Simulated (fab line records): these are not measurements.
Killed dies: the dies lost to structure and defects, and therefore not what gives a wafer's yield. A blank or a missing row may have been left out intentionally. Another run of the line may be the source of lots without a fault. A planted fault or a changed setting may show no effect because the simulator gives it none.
Chamber matching | flow n5Finfet | 4 sister chambers for N5_BEOL_M2_ETCH_70 on rieDiel-06
The step etches SOC in N2/H2, target depth 80 nm, overetch 24 nm, time 130 s. 4 wafers are shown with their chamber, then 8 later ones without.

== WAFERS PAIRED WITH THEIR CHAMBERS ==
wafer  | chamber | showerheadPlenumPTorr (Torr)
L079.1 | 1       | 2.59
L088.1 | 2       | 2.58
L088.3 | 0       | 2.62
L092.2 | 3       | 2.48

== WAFERS WHOSE CHAMBER IS MISSING ==
wafer  | showerheadPlenumPTorr (Torr)
L092.4 | 2.58
L092.6 | 2.48
L094.2 | 2.47
L094.3 | 2.58
L094.5 | 2.58
L095.1 | 2.61
L095.2 | 2.58
L095.4 | 2.47

== EACH ONE'S CHAMBER ==
wafer  | from the rows above     | in truth
L092.4 | can't be placed: 2 or 1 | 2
L092.6 | 3                       | 3
L094.2 | 3                       | 3
L094.3 | can't be placed: 2 or 1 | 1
L094.5 | can't be placed: 2 or 1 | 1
L095.1 | can't be placed: 0 or 1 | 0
L095.2 | can't be placed: 2 or 1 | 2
L095.4 | 3                       | 3
Correctly placed: 3 of 8. These rows do not allow placing 5 (true chamber among the candidates in 5). Placed wrongly: 0.
How it was worked out, from the rows above alone: a wafer's distance from a chamber is the root of the sum, over the readings, of the square of ((its reading less the chamber's mean) divided by the reading's scatter). If the next closest chamber is less than 2 further off than the closest, the wafer can't be placed; otherwise it belongs to the closest. Each chamber's mean is taken over the wafers shown for it. The scatter: root of mean squared gap, hidden wafer to nearest shown wafer, with one shown wafer a chamber.
